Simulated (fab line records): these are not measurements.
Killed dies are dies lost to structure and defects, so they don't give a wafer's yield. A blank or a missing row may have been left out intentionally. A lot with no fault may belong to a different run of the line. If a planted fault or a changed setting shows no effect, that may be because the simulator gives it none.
Split-lot study | flow n5_finfet | 39 wafers read from 7 lots, route of 1938 steps

== THE SPLIT ==
At N5_MOL_CONTACT_COAG_ALD_27 (deposits SiOC, target thk 17 nm, pulse time 1.5 s, time 2720 s), the setting ald_cycles was moved away from the recipe's 340 on 12 of the 39 wafers read, by +24.4% to +52.9%. The other wafers ran this setting at the recipe's value.

The split's own step is where the reading is taken.

== THE READING ==
SiOC_of_MOL_CONTACT_COAG_ALD_27.thk_nm (the simulator's own value, which no gauge read), in nm, at N5_MOL_CONTACT_COAG_ALD_27 (deposits SiOC, target thk 17 nm, pulse time 1.5 s, time 2720 s). There is no usual value for it anywhere in the file. Here, 27 wafers ran the recipe; their average is 17.0 nm with a standard deviation of 0.071 nm.

wafer  | tool, chamber at the split | ald_cycles as run | against the recipe | SiOC_of_MOL_CONTACT_COAG_ALD_27.thk_nm, nm | against lot-mates on the recipe
L074.1 | ald_sin-02, 1,3,3          | 434               | +27.6%             | 21.6                                       | +4.6
L074.4 | ald_sin-02, 1,3,3          | 434               | +27.6%             | 21.6                                       | +4.6
L074.6 | ald_sin-02, 1,3,3          | 434               | +27.6%             | 21.6                                       | +4.6
L074.2 | ald_sin-02, 0,2,2          | 340               | recipe             | 17                                         | -
L074.3 | ald_sin-02, 0,2,2          | 340               | recipe             | 17                                         | -
L074.5 | ald_sin-02, 0,2,2          | 340               | recipe             | 17                                         | -
L078.1 | ald_sin-01, 1,2,1          | 423               | +24.4%             | 21.2                                       | +4.2
L078.4 | ald_sin-01, 1,2,1          | 423               | +24.4%             | 21.2                                       | +4.2
L078.6 | ald_sin-01, 1,2,1          | 423               | +24.4%             | 21.2                                       | +4.2
L078.2 | ald_sin-01, 3,0,0          | 340               | recipe             | 17                                         | -
L078.3 | ald_sin-01, 3,0,0          | 340               | recipe             | 17                                         | -
L078.5 | ald_sin-01, 3,0,0          | 340               | recipe             | 17                                         | -
L090.1 | ald_sin-01, 1,0,2,3,3      | 340               | recipe             | 17                                         | -
L090.2 | ald_sin-01, 1,0,2,3,3      | 340               | recipe             | 17                                         | -
L090.3 | ald_sin-01, 1,0,2,3,3      | 340               | recipe             | 17                                         | -
L090.4 | ald_sin-01, 1,0,2,3,3      | 340               | recipe             | 17                                         | -
L090.5 | ald_sin-01, 1,0,2,3,3      | 340               | recipe             | 17                                         | -
L090.6 | ald_sin-01, 0              | 340               | recipe             | 16.8                                       | -
L091.1 | ald_sin-02, 0,1,0          | 340               | recipe             | 17                                         | -
L091.2 | ald_sin-02, 0,1,0          | 340               | recipe             | 17                                         | -
L091.6 | ald_sin-02, 0,1,0          | 340               | recipe             | 17                                         | -
L091.3 | ald_sin-02, 2              | 520               | +52.9%             | 25.8                                       | +8.8
L091.4 | ald_sin-02, 3              | 520               | +52.9%             | 26                                         | +9.0
L091.5 | ald_sin-02, 3              | 520               | +52.9%             | 26                                         | +9.0
L094.2 | ald_sin-04, 2,3            | 340               | recipe             | 17                                         | -
L094.4 | ald_sin-04, 2,3            | 340               | recipe             | 17                                         | -
L094.6 | ald_sin-04, 0              | 340               | recipe             | 16.8                                       | -
L095.1 | ald_sin-02, 3              | 340               | recipe             | 16.8                                       | -
L095.2 | ald_sin-02, 2,1,3          | 480               | +41.2%             | 24                                         | +7.1
L095.3 | ald_sin-02, 2,1,3          | 480               | +41.2%             | 24                                         | +7.1
L095.6 | ald_sin-02, 2,1,3          | 480               | +41.2%             | 24                                         | +7.1
L095.4 | ald_sin-02, 0              | 340               | recipe             | 17                                         | -
L095.5 | ald_sin-02, 0              | 340               | recipe             | 17                                         | -
L097.1 | ald_sin-01, 0,1,3,2,1      | 340               | recipe             | 17                                         | -
L097.2 | ald_sin-01, 0,1,3,2,1      | 340               | recipe             | 17                                         | -
L097.3 | ald_sin-01, 0,1,3,2,1      | 340               | recipe             | 17                                         | -
L097.5 | ald_sin-01, 0,1,3,2,1      | 340               | recipe             | 17                                         | -
L097.6 | ald_sin-01, 0,1,3,2,1      | 340               | recipe             | 17                                         | -
L097.4 | ald_sin-01, 2              | 340               | recipe             | 16.8                                       | -
The file does not say which wafer passed through which chamber wherever a row lists several chambers: such a row stands for several wafers.

FIT RESULTS
A straight line over all 39 wafers: SiOC_of_MOL_CONTACT_COAG_ALD_27.thk_nm changes by +0.17 nm for each +1% of ald_cycles; r = +1.00; the points scatter about the line by 0.074 nm.
The same after taking each lot's own level away (the mean of its wafers on the recipe; 39 wafers): +0.17 nm for each +1%; r = +1.00; scatter 0.075 nm.
That fit puts the effect of the largest move of ald_cycles on the reading at 9 nm.
The lots' own levels span 16.93 to 17.00 nm, that is 0.9 times the standard deviation above.
The two slopes are in agreement: the lot-to-lot level therefore moves the slope only a little.
Check: +9.01 nm against its lot-mates is what the line predicts for one of the wafers moved furthest among these (+52.9%) when that wafer is left out of the fit. It came out at +8.8 nm against them.

== OTHER SPLITS ON THESE WAFERS ==
Other splits were also applied to these wafers ahead of the reading. Each is held against what the fit with the lots' levels taken away leaves over:
other split on the same wafers       | wafers away from the commonest value | r with SiOC_of_MOL_CONTACT_COAG_ALD_27.thk_nm (lot level and that fit taken away)
N5_DUMMY_GATE_ETCH_31 target_depth_a | 12                                   | +0.02
N5_HKMG_FIN_ALD_79 ald_cycles        | 12                                   | +0.03

== FILE'S OWN FIT ==
SiOC_of_MOL_CONTACT_COAG_ALD_27.thk_nm changes by +0.17 nm for each +1% of ald_cycles, r = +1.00.
